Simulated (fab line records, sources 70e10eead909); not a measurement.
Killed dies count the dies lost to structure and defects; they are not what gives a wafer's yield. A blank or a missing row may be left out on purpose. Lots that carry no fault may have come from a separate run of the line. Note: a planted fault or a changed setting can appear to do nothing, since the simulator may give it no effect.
Which tool is to blame? -- flow nandHarc -- 69 wafers from 23 lots sampled at 6 of the route's 1302 steps

WHAT THE GAUGES SHOWED, per wafer
Not one reading of a measure or inspect step in the record can be checked against a usual standard deviation.

EACH LOT AND THE TOOL THAT RAN IT (in order: tool; ch and the chambers of the sampled wafers; start)
lot,NHARC_A_CONTACT_ETCH_118,NHARC_A_CONTACT_ETCH_121,NHARC_A_CONTACT_ETCH_96,NHARC_A_CONTACT_DESCUM_74,NHARC_A_CONTACT_ETCH_75,NHARC_A_CONTACT_ETCH_97
L074,"harCapEtch-01 ch 1, day 21 09:44","harCapEtch-01 ch 1, day 21 10:14","rieDiel-07 ch 1,2,3, day 21 17:02 or earlier","rieDiel-04 ch 2,3, day 21 17:02","rieDiel-04 ch 1,2,3, day 21 17:07","rieDiel-07 ch 0,1,3, no start"
L075,"harCapEtch-03 ch 0,1, day 22 02:06","harCapEtch-03 ch 0,1, day 22 02:37","rieDiel-11 ch 0,1,3, day 22 09:41 or earlier","rieDiel-07 ch 0,1,2, day 22 09:41","rieDiel-07 ch 1,2,3, day 22 09:46","rieDiel-11 ch 0,2,3, no start"
L076,"harCapEtch-02 ch 0,1, day 22 02:45","harCapEtch-02 ch 0,1, day 22 03:16","rieDiel-07 ch 0,1,3, day 22 09:55 or earlier","rieDiel-11 ch 2,3, day 22 09:55","rieDiel-11 ch 0,2,3, day 22 10:01","rieDiel-07 ch 2,3, no start"
L077,"harCapEtch-03 ch 0,1, day 22 05:19","harCapEtch-03 ch 0,1, day 22 05:50","rieDiel-04 ch 0,2,3, day 22 12:25 or earlier","rieDiel-07 ch 0,3, day 22 12:25","rieDiel-07 ch 1,2,3, day 22 12:30","rieDiel-04 ch 1,2,3, day 22 16:46"
L078,"harCapEtch-01 ch 0,1, day 22 16:58","harCapEtch-01 ch 0,1, day 22 17:29","rieDiel-07 ch 0,1,2, day 23 01:07 or earlier","rieDiel-04 ch 1,2, day 23 01:07","rieDiel-04 ch 1,3, day 23 01:12","rieDiel-07 ch 0,1,2, no start"
L079,"harCapEtch-03 ch 0,1, day 23 04:19","harCapEtch-03 ch 0,1, day 23 04:50","rieDiel-11 ch 0,2, day 23 11:37 or earlier","rieDiel-07 ch 0,1, day 23 11:37","rieDiel-07 ch 2,3, day 23 11:42","rieDiel-07 ch 0,2,3, no start"
L080,"harCapEtch-01 ch 0,1, day 24 02:02","harCapEtch-01 ch 0,1, day 24 02:32","rieDiel-07 ch 0,3, day 24 11:26 or earlier","rieDiel-07 ch 1,3, day 24 11:26","rieDiel-07 ch 0,3, day 24 11:32","rieDiel-07 ch 0,1,3, day 24 15:50"
L081,"harCapEtch-02 ch 0,1, day 24 20:30","harCapEtch-02 ch 0,1, day 24 21:01","rieDiel-11 ch 0,3, day 25 03:35 or earlier","rieDiel-07 ch 0,2,3, day 25 03:35","rieDiel-07 ch 0,1,2, day 25 03:40","rieDiel-07 ch 1,2,3, no start"
L083,"harCapEtch-02 ch 0,1, day 25 09:10","harCapEtch-02 ch 0,1, day 25 09:40","rieDiel-07 ch 0,2,3, day 25 16:30 or earlier","rieDiel-04 ch 2,3, day 25 16:30","rieDiel-04 ch 0,2,3, day 25 16:36","rieDiel-07 ch 1,2,3, no start"
L082,"harCapEtch-03 ch 0,1, day 25 18:40","harCapEtch-03 ch 0,1, day 25 19:11","rieDiel-04 ch 0,1,3, day 26 04:49 or earlier","rieDiel-07 ch 1,2,3, day 26 04:49","rieDiel-07 ch 0,1,3, day 26 04:54","rieDiel-07 ch 0,1,3, no start"
L084,"harCapEtch-01 ch 0,1, day 26 01:10","harCapEtch-01 ch 0,1, day 26 01:41","rieDiel-04 ch 1,2,3, day 26 11:01 or earlier","rieDiel-07 ch 0,1,2, day 26 11:01","rieDiel-07 ch 0,1,2, day 26 11:05","rieDiel-07 ch 0,2,3, no start"
L085,"harCapEtch-02 ch 1, day 26 04:32","harCapEtch-02 ch 1, day 26 05:02","rieDiel-11 ch 0,1,3, day 26 12:43 or earlier","rieDiel-07 ch 0,1,3, day 26 12:43","rieDiel-07 ch 1,2, day 26 12:47","rieDiel-04 ch 1,2,3, no start"
L086,"harCapEtch-02 ch 0,1, day 27 04:17","harCapEtch-02 ch 0,1, day 27 04:58","rieDiel-11 ch 0,1,2, day 27 11:55 or earlier","rieDiel-07 ch 1,2,3, day 27 11:55","rieDiel-07 ch 2,3, day 27 11:59","rieDiel-07 ch 2,3, no start"
L088,"harCapEtch-01 ch 0,1, day 27 10:39","harCapEtch-01 ch 0,1, day 27 11:10","rieDiel-04 ch 1,2,3, day 27 18:45 or earlier","rieDiel-07 ch 0,3, day 27 18:45","rieDiel-07 ch 0,1, day 27 18:51","rieDiel-11 ch 2,3, no start"
L091,"harCapEtch-02 ch 0,1, day 27 22:31","harCapEtch-02 ch 0,1, day 27 23:02","rieDiel-04 ch 1,2,3, day 28 06:04 or earlier","rieDiel-11 ch 0,1,3, day 28 06:04","rieDiel-11 ch 0,1,2, day 28 06:10","rieDiel-07 ch 1,2,3, no start"
L089,"harCapEtch-01 ch 0,1, day 28 02:43","harCapEtch-01 ch 0,1, day 28 03:14","rieDiel-11 ch 0,1,2, day 28 10:20 or earlier","rieDiel-07 ch 2,3, day 28 10:20","rieDiel-07 ch 0,1,2, day 28 10:27","rieDiel-04 ch 0,2, day 28 14:44"
L090,"harCapEtch-03 ch 1, day 28 05:59","harCapEtch-03 ch 1, day 28 06:30","rieDiel-11 ch 1,2,3, day 28 13:12 or earlier","rieDiel-07 ch 0,1,2, day 28 13:12","rieDiel-07 ch 2,3, day 28 13:17","rieDiel-07 ch 0,1,3, no start"
L092,"harCapEtch-03 ch 0,1, day 28 23:53","harCapEtch-03 ch 0,1, day 29 00:24","rieDiel-07 ch 1,2,3, day 29 01:50","rieDiel-11 ch 1,2, day 29 09:01","rieDiel-11 ch 0,2,3, day 29 09:06","rieDiel-07 ch 1,2, no start"
L094,"harCapEtch-01 ch 0,1, day 29 07:27","harCapEtch-01 ch 0,1, day 29 07:58","rieDiel-04 ch 0,1,2, day 29 09:31","rieDiel-04 ch 0,1,3, day 29 15:58","rieDiel-04 ch 0,2,3, day 29 16:03","rieDiel-07 ch 0,1,2, no start"
L093,"harCapEtch-03 ch 0,1, day 29 13:17","harCapEtch-03 ch 0,1, day 29 13:48","rieDiel-04 ch 0,1,3, day 29 23:20 or earlier","rieDiel-04 ch 0,1,3, day 29 23:20","rieDiel-04 ch 0,2,3, day 29 23:25","rieDiel-07 ch 0,1,2, no start"
L095,"harCapEtch-02 ch 0,1, day 30 05:35","harCapEtch-02 ch 0,1, day 30 06:07","rieDiel-07 ch 0,2,3, day 30 12:43 or earlier","rieDiel-04 ch 1,2,3, day 30 12:43","rieDiel-04 ch 1,2, day 30 12:47","rieDiel-07 ch 1,2, no start"
L097,"harCapEtch-01 ch 0,1, day 31 04:48","harCapEtch-01 ch 0,1, day 31 05:19","rieDiel-07 ch 1,2,3, day 31 12:22 or earlier","rieDiel-07 ch 2,3, day 31 12:22","rieDiel-07 ch 0,2,3, day 31 12:28","rieDiel-07 ch 1,2,3, no start"
L096,"harCapEtch-01 ch 0,1, day 31 17:03","harCapEtch-01 ch 0,1, day 31 17:34","rieDiel-07 ch 1,2, day 32 05:19 or earlier","rieDiel-11 ch 0,2,3, day 32 05:19","rieDiel-11 ch 0,2,3, day 32 05:23","rieDiel-07 ch 0,2,3, no start"
- NHARC_A_CONTACT_ETCH_118: etches the open film in C4F8/O2/Ar, time 190 s, target depth 1850 nm.
- NHARC_A_CONTACT_ETCH_121: etches the open film in C4F8/O2/Ar, time 190 s, target depth 1850 nm.
- NHARC_A_CONTACT_ETCH_96: etches the open film in C4F6/O2, target depth 20 nm, time 10 s.
- NHARC_A_CONTACT_DESCUM_74: chemistry O2, time 3 s.
- NHARC_A_CONTACT_ETCH_75: etches the open film in CF4, target depth 39 nm, time 65 s.
- NHARC_A_CONTACT_ETCH_97: etches the open film in C4F6/O2, target depth 20 nm, time 10 s.

WHAT THE TOOLS THEMSELVES READ (means of the sampled wafers that have a number; where no wafer has one, the mark that the record gives instead)
NHARC_A_CONTACT_ETCH_96.
lot,tool,drypumpMotorCurrentA (A),oesProductAu (a.u.),rfVppV (V),showerheadPlenumPTorr (Torr),throttleValvePct (%)
L074,rieDiel-07,6.1,0.946,550,4.10,26.903
L075,rieDiel-11,6.0,0.947,550,4.04,26.898
L076,rieDiel-07,6.1,0.991,550,4.05,26.902
L077,rieDiel-04,5.7,0.946,546,3.84,26.904
L078,rieDiel-07,6.1,0.958,551,4.11,26.900
L079,rieDiel-11,5.9,0.960,542,3.72,26.908
L080,rieDiel-07,6.3,0.961,548,4.03,26.906
L081,rieDiel-11,6.3,0.941,548,3.96,26.904
L083,rieDiel-07,6.2,1.001,550,4.09,26.904
L082,rieDiel-04,5.6,1.004,547,3.90,26.903
L084,rieDiel-04,5.8,1.000,548,3.97,26.898
L085,rieDiel-11,6.0,0.943,548,4.02,26.897
L086,rieDiel-11,5.9,0.979,549,4.02,26.903
L088,rieDiel-04,5.8,0.947,548,3.96,26.895
L091,rieDiel-04,5.8,0.959,547,3.96,26.902
L089,rieDiel-11,6.0,0.970,549,4.02,26.909
L090,rieDiel-11,5.8,1.000,551,4.14,26.906
L092,rieDiel-07,6.1,0.974,550,4.08,26.898
L094,rieDiel-04,5.5,0.984,547,3.90,26.904
L093,rieDiel-04,5.6,0.941,546,3.89,26.902
L095,rieDiel-07,6.2,0.999,549,4.07,26.904
L097,rieDiel-07,6.1,1.002,550,4.07,26.901
L096,rieDiel-07,6.0,0.944,550,4.09,26.902

NHARC_A_CONTACT_DESCUM_74.
lot,tool,drypumpMotorCurrentA (A),oesProductAu (a.u.),rfVppV (V),showerheadPlenumPTorr (Torr),throttleValvePct (%)
L074,rieDiel-04,6.0,0.993,58.6,1.90,11.311
L075,rieDiel-07,6.0,1.006,58.7,2.02,11.311
L076,rieDiel-11,5.6,1.003,57.5,1.87,11.313
L077,rieDiel-07,6.2,1.015,57.9,1.98,11.311
L078,rieDiel-04,5.5,1.014,58.7,2.00,11.313
L079,rieDiel-07,6.0,1.001,58.1,1.99,11.306
L080,rieDiel-07,6.1,1.004,57.9,1.97,11.309
L081,rieDiel-07,6.1,1.006,58.0,2.00,11.319
L083,rieDiel-04,5.9,1.002,58.5,1.89,11.312
L082,rieDiel-07,6.1,1.000,58.0,2.00,11.300
L084,rieDiel-07,6.0,1.004,58.3,2.01,11.313
L085,rieDiel-07,6.1,1.003,58.4,1.98,11.314
L086,rieDiel-07,6.1,1.004,58.2,2.00,11.307
L088,rieDiel-07,6.2,1.002,58.3,1.96,11.309
L091,rieDiel-11,6.0,1.000,58.0,1.96,11.306
L089,rieDiel-07,6.1,0.996,58.0,2.02,11.315
L090,rieDiel-07,6.0,1.004,58.2,2.01,11.305
L092,rieDiel-11,5.6,1.009,58.8,2.03,11.315
L094,rieDiel-04,5.6,1.009,57.7,1.89,11.316
L093,rieDiel-04,5.6,1.001,57.6,1.89,11.309
L095,rieDiel-04,5.8,0.998,57.4,1.93,11.320
L097,rieDiel-07,6.1,0.997,58.7,2.02,11.316
L096,rieDiel-11,5.9,0.997,59.0,1.98,11.313

NHARC_A_CONTACT_ETCH_75.
lot,tool,drypumpMotorCurrentA (A),oesProductAu (a.u.),rfVppV (V),showerheadPlenumPTorr (Torr),throttleValvePct (%)
L074,rieDiel-04,5.8,1.001,151.5,1.80,13.284
L075,rieDiel-07,6.1,1.009,153.3,1.85,13.288
L076,rieDiel-11,5.9,1.001,151.6,1.76,13.292
L077,rieDiel-07,6.1,1.003,153.3,1.85,13.288
L078,rieDiel-04,5.7,1.008,152.5,1.84,13.280
L079,rieDiel-07,6.2,1.002,152.3,1.84,13.278
L080,rieDiel-07,6.2,1.001,152.1,1.82,13.273
L081,rieDiel-07,6.1,1.000,152.2,1.85,13.286
L083,rieDiel-04,5.7,1.007,151.0,1.72,13.280
L082,rieDiel-07,6.1,1.006,151.8,1.82,13.282
L084,rieDiel-07,6.1,1.001,152.4,1.85,13.281
L085,rieDiel-07,6.0,1.012,152.0,1.85,13.289
L086,rieDiel-07,6.1,1.004,152.5,1.86,13.288
L088,rieDiel-07,6.0,1.003,152.2,1.83,13.272
L091,rieDiel-11,5.9,0.997,151.4,1.82,13.287
L089,rieDiel-07,6.0,0.997,151.8,1.85,13.276
L090,rieDiel-07,6.1,0.995,151.3,1.86,13.287
L092,rieDiel-11,5.9,1.005,152.2,1.84,13.279
L094,rieDiel-04,5.7,1.010,149.8,1.71,13.273
L093,rieDiel-04,5.7,1.008,150.1,1.71,13.276
L095,rieDiel-04,5.5,1.006,151.4,1.82,13.281
L097,rieDiel-07,6.1,0.996,152.3,1.84,13.285
L096,rieDiel-11,5.9,0.998,151.2,1.83,13.287

NHARC_A_CONTACT_ETCH_97.
lot,tool,drypumpMotorCurrentA (A),oesProductAu (a.u.),rfVppV (V),showerheadPlenumPTorr (Torr),throttleValvePct (%)
L074,rieDiel-07,6.13,0.952,549.5,4.06,26.912
L075,rieDiel-11,5.95,0.960,546.1,3.91,26.905
L076,rieDiel-07,6.20,0.959,550.3,4.07,26.901
L077,rieDiel-04,5.78,0.962,548.3,3.98,26.894
L078,rieDiel-07,6.07,0.947,551.3,4.11,26.899
L079,rieDiel-07,6.17,0.947,550.6,4.09,26.904
L080,rieDiel-07,6.13,0.958,549.5,4.05,26.899
L081,rieDiel-07,6.08,0.947,549.4,4.09,26.911
L083,rieDiel-07,6.08,0.948,550.7,4.09,26.893
L082,rieDiel-07,6.11,0.946,549.6,4.04,26.905
L084,rieDiel-07,6.19,0.943,550.4,4.08,26.906
L085,rieDiel-04,5.76,0.976,548.3,3.96,26.905
L086,rieDiel-07,6.14,0.970,551.4,4.13,26.902
L088,rieDiel-11,5.66,0.958,552.5,4.21,26.907
L091,rieDiel-07,6.10,1.000,549.7,4.08,26.904
L089,rieDiel-04,5.38,0.970,543.8,3.76,26.894
L090,rieDiel-07,6.14,0.943,549.5,4.04,26.905
L092,rieDiel-07,6.04,0.947,550.8,4.14,26.899
L094,rieDiel-07,6.08,0.968,550.1,4.10,26.904
L093,rieDiel-07,6.09,0.951,550.6,4.10,26.897
L095,rieDiel-07,6.04,0.935,552.6,4.14,26.902
L097,rieDiel-07,6.09,0.947,549.2,4.07,26.905
L096,rieDiel-07,6.15,0.998,550.2,4.07,26.902

THE ANSWER, worked out from the rows above alone
Rule: usual is defined by the lots themselves. Put in order of their means at a reading, lots are off if they are a third of the lots or fewer, leave a main group of 4 or more, and stand apart from it by a gap of 3 or more times the standard deviation of the main group's means; of several such gaps the widest counts. A main group whose means are all the same, to the digits that the tables above print for the reading, isn't used. A lot without any number at a reading at which 4 lots or more have one is off too. Any other lot the step has rows for is counted as sound. The gauges are gone through in route order, then the tools' own readings, and for those a lot's mean is taken as printed above. The first step at which some lot is off is used, and at that step the reading that is off furthest; a lot without a number counts as furthest.
Across all readings shown, no lot is off: no conclusion can be drawn from this.

WHAT THE SIMULATOR HAD INSERTED
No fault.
